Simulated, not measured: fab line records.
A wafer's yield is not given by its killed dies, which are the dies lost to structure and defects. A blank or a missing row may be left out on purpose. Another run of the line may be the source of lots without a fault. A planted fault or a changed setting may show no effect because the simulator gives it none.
fab line records | flow n5_finfet
[record] lots = 9 wafers = 27 last_day = 17
route steps=1938 shown BEOL_M4@1111 BEOL_M9@1467 BEOL_M10@1472 PASSIVATION@1936
lots with no fault: from the same line, run without faults
start_h: start of the lot's first displayed wafer, in hours after the record's first day | wait_h: time in hours since the lot's previous step | " unchanged from the row above | L1.1+2: one row covering several wafers at once | - either no value or no given start | * or withheld: withheld | < > ~ a bound
route shown NAME@n: a module of which the file shows steps, and the number in the route of the first | usual: average and standard deviation across the fault-free wafers | same: alike in all rows | chamber/n: place in a boat | sites: readings site by site | _std_site: standard deviation of those values | _edge_site: the outer-site mean with the inner-site mean subtracted | radius_mm: how far each site lies from the wafer's centre | mask NAME#n: copy n | behind: the tool/chamber that last shaped the wafer | hold: the reason the lot was held/the length of the hold in hours/how it ended | device: transistor that didn't switch, given as n, p or np | end of line: the tests these same wafers got at the end of their route | where a step has no rows: the recipe by itself | killed: not the wafer's yield, but the dies lost to structure and defects at the first sort | map: per-die view of a wafer (x killed, . not killed, _ where there is no die)
set.NAME: the setting that was run; set.NAME@STEP: the one run at that earlier step | model.NAME: the simulator's own value behind a step, which no gauge read
a sample of lots followed through the steps of the route, with each step as a table and each wafer as a row
services: from which hour (start_h, from the record's first day; less than 0 if before it) a tool's chamber was out of use, for how many hours, and why
[[steps]]
[step N5_BEOL_M4_RC_MEAS_101]
[usual] DIBL_N = 36.6/1.7 DIBL_P = 36.7/2 IOFF_N = 0.16/0.033 IOFF_P = 0.22/0.04 ION_N = 673/12 ION_P = 463/7.9 SS_N = 71.7/0.58 SS_P = 73.3/0.64 VT_N = 249/3.3 VT_P = -249/3.1
// columns lot.wafer tool chamber start_h wait_h DIBL_N[mV/V] DIBL_P[mV/V] IOFF_N[nA/um] IOFF_P[nA/um] ION_N[uA/um] ION_P[uA/um] SS_N[mV/dec] SS_P[mV/dec] VT_N[mV] VT_P[mV]
L333.1 prober-01 0 168.23 0.0 38.0 37.8 0.16 0.25 675 466 71.7 74.1 250 -247
L333.2 " 0 " " 36.7 37.3 0.15 0.24 668 464 71.6 74.2 250 -247
L333.5 " 0 " " 36.3 36.9 0.15 0.23 670 467 72.2 73.8 250 -248
L337.2 prober-01 0 189.17 0.2 34.2 32.2 0.10 0.16 654 450 70.8 72.2 257 -253
L337.3 " 0 " " 38.3 36.5 0.18 0.22 671 461 71.7 73.6 250 -249
L337.6 " 0 " " 37.9 36.1 0.16 0.21 673 459 72.9 73.3 251 -251
L340.3 prober-02 0 206.87 0.3 36.4 33.6 0.15 0.16 659 444 72.3 72.5 252 -255
L340.4 " 0 " " 35.3 33.9 0.13 0.17 662 460 71.5 72.7 254 -250
L340.5 " 0 " " 37.1 35.6 0.15 0.19 655 451 72.4 73.2 253 -251
L341.1 prober-02 0 212.06 0.0 37.1 36.4 0.16 0.18 672 451 71.4 73.4 251 -255
L341.2 " 0 " " 38.8 38.9 0.21 0.21 690 458 71.8 74.2 243 -251
L341.6 " 0 " " 38.6 37.4 0.19 0.19 672 454 72.3 73.7 247 -252
L344.1 prober-01 0 233.14 0.0 35.1 36.0 0.15 0.22 673 458 71.7 73.3 250 -246
L344.5 " 0 " " 35.9 36.4 0.18 0.23 663 456 72.3 74.0 249 -249
L344.6 " 0 " " 36.2 37.3 0.19 0.25 678 469 71.9 73.4 249 -248
L350.1 prober-02 0 279.24 0.0 33.8 32.9 0.11 0.17 653 454 71.0 71.8 254 -251
L350.4 " 0 " " 36.3 36.2 0.16 0.23 667 462 71.6 72.4 247 -245
L350.5 " 0 " " 40.6 42.1 0.27 0.35 686 471 72.9 74.0 239 -246
L351.2 prober-02 0 282.33 0.2 34.3 35.1 0.12 0.18 663 460 70.5 72.7 253 -251
L351.4 " 0 " " 34.9 35.1 0.13 0.18 658 455 70.7 72.0 251 -254
L351.6 " 0 " " 35.1 35.3 0.13 0.19 661 461 71.6 73.0 254 -252
L352.1 prober-01 0 296.84 0.0 37.4 37.5 0.17 0.25 671 462 71.8 73.2 251 -248
L352.4 " 0 " " 34.4 34.5 0.12 0.20 677 468 71.2 72.4 253 -249
L352.6 " 0 " " 35.0 34.6 0.13 0.21 672 463 71.5 72.7 251 -251
L356.1 prober-01 0 308.11 0.0 35.2 34.2 0.14 0.21 664 461 71.9 72.5 250 -246
L356.2 " 0 " " 35.2 34.8 0.14 0.22 677 471 72.0 72.5 251 -248
L356.3 " 0 " " 35.2 34.8 0.14 0.22 667 464 71.6 72.4 250 -246
[step N5_BEOL_M9_DEP_56]
[recipe] material = SiCN target_thk_a = 150 temp_c = withheld precursor = 3MS/NH3 pressure_torr = 3 rf_w = 202 time_s = 26.5
[usual] showerhead_plenum_p_Torr = 3.664/0.019 showerhead_vpp_V = 859/35 throttle_valve_pct = 8.8/0.47
// columns lot.wafer tool chamber start_h wait_h showerhead_plenum_p_Torr showerhead_vpp_V since_wet_clean_h throttle_valve_pct
L333.1 pecvd-02 1 208.36 0.0 3.676 853 1818 9.7
L333.2 " 0 " " 3.683 812 1093 9.2
L333.5 " 1 " " 3.670 856 - 9.3
L337.2 pecvd-04 1 233.26 0.0 3.668 869 1662 8.8
L337.3 " 0 " " 3.672 891 937 8.6
L337.6 " 1 " " 3.666 873 - 8.9
L340.3 pecvd-04 2 254.54 0.0 3.626 890 204 8.8
L340.4 " 0 " " 3.660 885 - 8.5
L340.5 " 2 " " 3.618 906 - 8.8
L341.1 pecvd-04 1 266.46 0.0 3.660 878 1695 8.7
L341.2 " 0 " " 3.674 887 970 8.6
L341.6 " 0 " " 3.675 907 - 8.6
L344.1 pecvd-03 2 288.18 0.0 3.667 810 57 8.1
L344.5 " 2 " " 3.660 812 - 8.2
L344.6 " 0 " " 3.696 823 - 9.0
L350.1 pecvd-04 1 328.18 0.0 3.664 871 1757 9.0
L350.4 " 2 " " 3.627 906 - 8.9
L350.5 " 1 " " 3.661 861 - 8.9
L351.2 pecvd-03 0 328.63 0.0 3.687 827 851 8.9
L351.4 " 2 " " 3.670 809 - 8.1
L351.6 " 1 " " 3.653 844 - 9.2
L352.1 pecvd-03 0 346.52 0.0 3.687 821 869 8.8
L352.4 " 2 " " 3.647 811 - 8.2
L352.6 " 0 " " 3.682 849 - 9.2
L356.1 pecvd-03 2 354.89 0.0 3.657 809 124 7.9
L356.2 " 1 " " 3.651 847 1603 9.4
L356.3 " 0 " " 3.687 837 878 9.0
[step N5_BEOL_M10_THK_MEAS_01]
[recipe] reads = SiCOH_lowk_of_BEOL_M10_ILD_DEP_00
[usual] M10_ILD_THK = 269/3.3
// columns lot.wafer tool chamber start_h wait_h M10_ILD_THK[nm]
L333.1 film_metro-02 - 209.08 0.4 264
L333.2 " - " " 265
L333.5 " - " " 272
L337.2 film_metro-01 - 233.99 0.4 267
L337.3 " - " " 264
L337.6 " - " " 270
L340.3 film_metro-02 - 255.27 0.3 268
L340.4 " - " " 272
L340.5 " - " " 271
L341.1 film_metro-02 - 267.18 0.4 271
L341.2 " - " " 269
L341.6 " - " " 274
L344.1 film_metro-01 - 288.90 0.4 268
L344.5 " - " " 273
L344.6 " - " " 274
L350.1 film_metro-01 - 328.91 0.4 264
L350.4 " - " " 275
L350.5 " - " " 269
L351.2 film_metro-01 - 329.36 0.4 266
L351.4 " - " " 274
L351.6 " - " " 271
L352.1 film_metro-01 - 347.27 0.4 270
L352.4 " - " " 277
L352.6 " - " " 270
L356.1 film_metro-02 - 355.62 0.4 268
L356.2 " - " " 264
L356.3 " - " " 269
[step N5_BEOL_M10_OVL_MEAS_12]
[recipe] points_per_wafer = 44
[usual] M10_OVL = 0.8/0.87
// columns lot.wafer tool chamber start_h wait_h M10_OVL[nm]
L333.1 overlay-01 0 210.64 0.0 -0.8
L333.2 " 0 " " 0.7
L333.5 " 0 " " 0.0
L337.2 overlay-02 0 235.28 0.0 0.4
L337.3 " 0 " " 1.2
L337.6 " 0 " " 0.9
L340.3 overlay-02 0 260.80 0.0 0.6
L340.4 " 0 " " -0.2
L340.5 " 0 " " -0.3
L341.1 overlay-01 0 268.10 0.0 0.2
L341.2 " 0 " " 1.6
L341.6 " 0 " " 0.0
L344.1 overlay-01 0 292.91 0.0 0.7
L344.5 " 0 " " 1.0
L344.6 " 0 " " 0.6
L350.1 overlay-01 0 330.22 0.0 1.1
L350.4 " 0 " " 1.3
L350.5 " 0 " " 1.1
L351.2 overlay-01 0 330.58 0.0 2.0
L351.4 " 0 " " 0.8
L351.6 " 0 " " 1.2
L352.1 overlay-01 0 348.40 0.0 0.6
L352.4 " 0 " " 0.2
L352.6 " 0 " " 1.4
L356.1 overlay-02 0 356.68 0.0 0.1
L356.2 " 0 " " 0.7
L356.3 " 0 " " 2.2
[step N5_BEOL_M10_STRIP_19]
[recipe] chemistry = O2 power_w = 400 temp_c = 40 pressure_mtorr = 30 rf_frequency_hz = 6e+07 bias_power_w = 0 overash_fraction = 0.2 o2_flow_sccm = 225
[usual] bias_power_w = 0/0 chamber_pressure_mTorr = 30.00/0.035 drypump_motor_current_A = 5.9/0.48 o2_flow_sccm = 224.9/0.67 oes_product_au = 0.80/0.1 rf_vpp_V = 3.7/0.58 showerhead_plenum_p_Torr = 2.09/0.072 throttle_valve_pct = 16.59/0.23
// columns lot.wafer tool chamber start_h wait_h bias_power_w chamber_pressure_mTorr drypump_motor_current_A o2_flow_sccm oes_product_au rf_hours_counter_h rf_vpp_V showerhead_plenum_p_Torr throttle_valve_pct
L333.1 rie_diel-04 2 211.08 0.1 0 29.91 6.3 225.5 0.70 228 3.7 2.04 16.88
L333.2 " 3 " " 0 29.97 6.1 223.1 0.79 133 3.3 2.01 16.44
L333.5 " 2 " " 0 29.98 6.3 226.4 0.70 - 2.8 2.04 16.89
L337.2 rie_diel-04 0 235.85 0.1 0 29.99 6.5 225.4 0.69 223 4.7 2.17 16.62
L337.3 " 2 " " 0 30.00 6.4 225.2 0.70 236 3.6 2.04 16.91
L337.6 " 2 " " 0 29.99 6.3 225.6 0.69 - 3.0 2.04 16.91
L340.3 rie_diel-03 1 261.36 0.1 0 30.03 6.6 225.8 0.83 86 4.3 2.03 16.34
L340.4 " 0 " " 0 29.95 5.3 225.4 0.69 - 2.8 2.08 16.84
L340.5 " 1 " " 0 29.99 6.6 224.6 0.83 - 3.0 2.03 16.34
L341.1 rie_diel-04 0 268.81 0.1 0 30.01 6.6 225.5 0.68 238 5.1 2.17 16.61
L341.2 " 3 " " 0 30.00 6.1 225.2 0.77 151 4.0 2.01 16.46
L341.6 " 0 " " 0 30.02 6.6 225.7 0.68 - 3.0 2.17 16.63
L344.1 rie_diel-05 1 293.35 0.1 0 30.04 5.0 226.6 0.68 238 4.5 2.06 16.58
L344.5 " 1 " " 0 29.95 5.0 225.6 0.68 - 3.8 2.06 16.57
L344.6 " 2 " " 0 29.98 6.0 226.0 0.94 - 3.2 2.23 16.51
L350.1 rie_diel-04 1 330.82 0.2 - - - - - - - - -
L350.4 " 2 " " - - - - - - - - -
L350.5 " 1 " " - - - - - - - - -
L351.2 rie_diel-03 0 331.02 0.1 - - - - - - - - -
L351.4 " 3 " " - - - - - - - - -
L351.6 " 1 " " - - - - - - - - -
L352.1 rie_diel-03 2 348.84 0.1 - - - - - - - - -
L352.4 " 1 " " - - - - - - - - -
L352.6 " 3 " " - - - - - - - - -
L356.1 rie_diel-03 3 357.16 0.1 0 29.99 5.5 224.9 0.81 106 3.6 2.02 16.70
L356.2 " 1 " " 0 30.01 6.6 224.7 0.79 121 2.9 2.02 16.42
L356.3 " 2 " " 0 29.94 6.0 225.0 0.90 34 4.0 2.14 16.85
[step N5_BEOL_M10_VIA_ETCH_34]
[recipe] chemistry = C4F6/O2 target = SiCOH_lowk target_depth_a = 1845 mask_material = SOC taper_deg = 4 time_s = 69.2 ion_energy_ev = 250 pressure_mtorr = 30 source_w = 345 bias_w = 185 Ar_flow_sccm = 300 C4F6_flow_sccm = 10 O2_flow_sccm = 10
[usual] drypump_motor_current_A = 6.0/0.45 oes_product_au = 0.81/0.11 rf_vpp_V = 663/11 showerhead_plenum_p_Torr = 2.85/0.083 throttle_valve_pct = 20.78/0.27
// columns lot.wafer tool chamber start_h wait_h drypump_motor_current_A oes_product_au rf_hours_counter_h rf_vpp_V showerhead_plenum_p_Torr throttle_valve_pct
L333.1 rie_diel-04 1 212.05 0.0 6.1 0.68 245 662 2.91 20.64
L333.2 " 2 " " 6.4 0.68 228 651 2.79 21.11
L333.5 " 3 " " 6.1 0.77 - 683 2.75 20.71
L337.2 rie_diel-04 2 237.86 0.0 6.4 0.68 237 652 2.79 21.11
L337.3 " 3 " " 6.1 0.77 142 682 2.75 20.73
L337.6 " 3 " " 6.1 0.77 - 682 2.75 20.73
L340.3 rie_diel-04 0 264.29 0.0 6.6 0.68 - 673 2.92 20.70
L340.4 " 2 " " 6.4 0.68 - 653 2.78 21.13
L340.5 " 2 " " 6.4 0.68 - 651 2.78 21.13
L341.1 rie_diel-03 3 271.22 0.0 5.5 0.85 75 671 2.79 21.03
L341.2 " 0 " " 5.4 0.69 224 662 2.82 21.04
L341.6 " 1 " " 6.6 0.82 - 656 2.77 20.66
L344.1 rie_diel-03 3 295.20 0.0 5.5 0.84 83 669 2.79 21.05
L344.5 " 1 " " 6.6 0.82 - 657 2.77 20.65
L344.6 " 2 " " 6.0 0.96 - 667 2.92 21.18
L351.2 rie_diel-03 3 332.83 0.0 5.5 0.30 94 671 2.78 20.90
L351.4 " 3 " " 5.5 0.31 - 669 2.78 20.87
L351.6 " 2 " " 6.0 0.35 - 667 2.91 21.02
L350.1 rie_diel-04 1 333.00 0.0 6.1 0.33 24 661 2.89 20.23
L350.4 " 1 " " 6.1 0.33 - 663 2.89 20.23
L350.5 " 3 " " 6.0 0.28 - 685 2.73 20.61
L352.1 rie_diel-03 0 351.84 0.0 5.4 0.26 246 660 2.81 20.90
L352.4 " 1 " " 6.6 0.30 119 655 2.76 20.54
L352.6 " 2 " " 6.0 0.34 - 666 2.91 21.02
L356.1 rie_diel-03 3 358.55 0.0 5.5 0.81 106 669 2.78 21.06
L356.2 " 1 " " 6.6 0.79 122 655 2.76 20.70
L356.3 " 2 " " 6.0 0.89 34 667 2.90 21.22
[step N5_PASSIVATION_PROBE_49]
[usual] defect_limited_yield = 91.1/1.4 killed_at_M0_to_M3 = 34/11 killed_at_M4_up = 14/5.7 killed_at_contacts = 14/6.9 killed_at_front_end = 40/11 killed_at_other = 4/3.1 killed_dies = 105/17 killed_on_rim = 14/4.1 killed_open = 70/13 killed_short = 34/7.6 sort_bin_5_function = 5.3/0.95 sort_bin_6_memory = 3.3/0.64 sort_n_pass = 1075/17 sort_yield_pct = 91.1/1.4
[same] gross_dies = 1180 killed_at_back_side = 0 sort_bin_4_leakage[%] = 0 sort_bin_8_speed[%] = 0
// columns lot.wafer tool chamber start_h wait_h defect_limited_yield[%] killed_at_M0_to_M3 killed_at_M4_up killed_at_contacts killed_at_front_end killed_at_other killed_dies killed_on_rim killed_open killed_short sort_bin_5_function[%] sort_bin_6_memory[%] sort_n_pass sort_yield_pct[%]
L351.2 prober-02 - 378.90 0.1 0 46 1079 15 39 1 1180 152 87 31 95.3 4.5 0 0
L351.4 prober-02 - 379.00 0.2 0 32 1106 14 28 0 1180 152 74 28 96.5 3.2 0 0
L351.6 prober-02 - 379.10 0.3 0 27 1094 27 29 3 1180 152 75 33 95.7 3.9 0 0
L350.1 prober-01 - 381.56 0.0 0 26 1076 23 54 1 1180 152 72 37 95.9 3.7 0 0
L350.4 prober-01 - 381.71 0.2 0 26 1060 30 61 3 1180 152 84 45 95.2 4.0 0 0
L350.5 prober-01 - 381.76 0.2 0 34 1066 20 55 5 1180 152 80 38 96.4 3.5 0 0
L352.1 prober-01 - 403.27 0.0 0 24 1111 13 28 4 1180 152 49 30 98.1 1.7 0 0
L352.4 prober-01 - 403.42 0.2 0 36 1103 10 29 2 1180 152 59 33 96.8 3.0 0 0
L352.6 prober-01 - 403.52 0.3 0 55 1074 16 33 2 1180 152 84 35 95.4 4.2 0 0
// killed by level:class
L351.2 BEOL_M10:area_etch=1061 BEOL_M3:geometric_particle:open=17 MOL_CONTACT_COAG:geometric_particle:open=14 FIN_SAQP:geometric_particle:open=9 BEOL_M0_SAQP:geometric_particle:short=9 BEOL_M4:geometric_particle:open=9 DUMMY_GATE:geometric_particle:open=8 BEOL_M2:geometric_particle:open=6
L351.4 BEOL_M10:area_etch=1078 BEOL_M4:geometric_particle:open=14 BEOL_M3:geometric_particle:open=13 MOL_CONTACT_COAG:geometric_particle:open=10 STI_FIN_REVEAL:geometric_particle:open=9 BEOL_M0:geometric_particle:open=6 BEOL_M4:geometric_particle:short=6 MOL_CONTACT_COAG:geometric_particle:short=4
L351.6 BEOL_M10:area_etch=1069 MOL_CONTACT_COAG:geometric_particle:open=21 BEOL_M4:geometric_particle:open=10 BEOL_M0_SAQP:geometric_particle:short=9 BEOL_M0_SAQP:geometric_particle:open=9 STI_FIN_REVEAL:geometric_particle:open=8 FIN_SAQP:geometric_particle:open=6 MOL_CONTACT_COAG:geometric_particle:short=6
L350.1 BEOL_M10:area_etch=1070 MOL_CONTACT_COAG:geometric_particle:open=18 FIN_SAQP:geometric_particle:short=12 DUMMY_GATE:geometric_particle:open=10 STI_FIN_REVEAL:geometric_particle:open=8 FIN_SAQP:geometric_particle:open=5 MOL_CONTACT_COAG:geometric_particle:short=5 BEOL_M0_SAQP:geometric_particle:open=5
L350.4 BEOL_M10:area_etch=1051 MOL_CONTACT_COAG:geometric_particle:open=24 FIN_SAQP:geometric_particle:short=16 STI_FIN_REVEAL:geometric_particle:open=12 FIN_SAQP:geometric_particle:open=7 STI_FIN_REVEAL:geometric_particle:short=6 DUMMY_GATE:geometric_particle:open=6 MOL_CONTACT_COAG:geometric_particle:short=6
L350.5 BEOL_M10:area_etch=1060 MOL_CONTACT_COAG:geometric_particle:open=15 STI_FIN_REVEAL:geometric_particle:open=12 BEOL_M1:geometric_particle:open=10 FIN_SAQP:geometric_particle:short=7 DUMMY_GATE:geometric_particle:open=7 BEOL_M0_SAQP:geometric_particle:short=7 FIN_SAQP:geometric_particle:open=6
L352.1 BEOL_M10:area_etch=1101 MOL_CONTACT_COAG:geometric_particle:open=10 FIN_SAQP:geometric_particle:open=7 BEOL_M0_SAQP:geometric_particle:open=7 STI_FIN_REVEAL:geometric_particle:open=6 BEOL_M0_SAQP:geometric_particle:short=5 FIN_SAQP:geometric_particle:short=4 BEOL_M3:geometric_particle:open=4
L352.4 BEOL_M10:area_etch=1088 BEOL_M0_SAQP:geometric_particle:open=10 STI_FIN_REVEAL:geometric_particle:open=8 MOL_CONTACT_COAG:geometric_particle:open=8 BEOL_M2:geometric_particle:open=7 BEOL_M3:geometric_particle:open=7 FIN_SAQP:geometric_particle:short=5 GATE_CUT:geometric_particle:short=4
L352.6 BEOL_M10:area_etch=1061 STI_FIN_REVEAL:geometric_particle:open=13 MOL_CONTACT_COAG:geometric_particle:open=12 BEOL_M0_SAQP:geometric_particle:open=12 BEOL_M0_SAQP:geometric_particle:short=10 BEOL_M0:geometric_particle:open=9 BEOL_M3:geometric_particle:open=6 BEOL_M2:geometric_particle:open=5
[[services]]
// columns tool chamber start_h hours kind
pecvd-04 - 217.39 1.0 repair
rie_diel-04 - 223.43 2.3 repair
rie_diel-04 1 231.41 - clean
rie_diel-04 1 231.41 - consumable_replace:focus_ring
rie_diel-04 1 231.41 34.0 scheduled_down
rie_diel-04 1 231.41 34.0 vent_cycle
rie_diel-03 1 242.80 8.4 repair
rie_diel-03 2 252.65 - clean
rie_diel-03 2 252.65 - consumable_replace:focus_ring
rie_diel-03 2 252.65 16.5 scheduled_down
rie_diel-03 2 252.65 16.5 vent_cycle
rie_diel-04 3 254.77 12.9 repair
pecvd-02 2 257.54 8.1 repair
pecvd-02 - 258.78 6.9 repair
rie_diel-04 2 268.27 - clean
rie_diel-04 2 268.27 - consumable_replace:focus_ring
rie_diel-04 2 268.27 18.8 scheduled_down
pecvd-02 - 276.17 1.1 repair
pecvd-03 - 307.04 2.8 pm
pecvd-02 - 308.00 1.4 repair
rie_diel-03 3 308.90 6.4 repair
rie_diel-04 3 323.50 7.8 repair
rie_diel-04 0 329.44 10.8 repair
rie_diel-03 0 331.16 12.6 repair
[[key]]
[first_sign] step = N5_BEOL_M10_STRIP_19 reading = tool_record direction = missing
[effect] step = N5_BEOL_M10_VIA_ETCH_34 reading = oes_product_au direction = down sigmas = 4.7 usual = 0.81 struck = 0.31
[effect] step = N5_PASSIVATION_PROBE_49 reading = killed_at_M4_up direction = up sigmas = 99+ usual = 14 struck = 1085
[more_kills_born_at] N5_BEOL_M10_ETCH_66@rie_diel-03 = 6458 N5_BEOL_M10_ETCH_66@rie_diel-04 = 3181
met_at N5_BEOL_M10_STRIP_19
struck_lots L350,L351,L352
later_rows_left_out L350.1,L350.4,L350.5,L351.2,L351.4,L351.6,L352.1,L352.4,L352.6
not_acting_at N5_BEOL_M9_DEP_56,N5_BEOL_M10_THK_MEAS_01,N5_BEOL_M10_OVL_MEAS_12
onset_between 268.81 330.82
[fault] kind = skipped_step_whole tool = rie_diel-03,rie_diel-04 chamber = - onset_h = 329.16 steps = N5_BEOL_M10_STRIP_19 scope = struck_lots_only
// later_rows_left_out: the simulator's readings of these wafers behind a module that went badly wrong aren't trusted and aren't shown, but for the sort
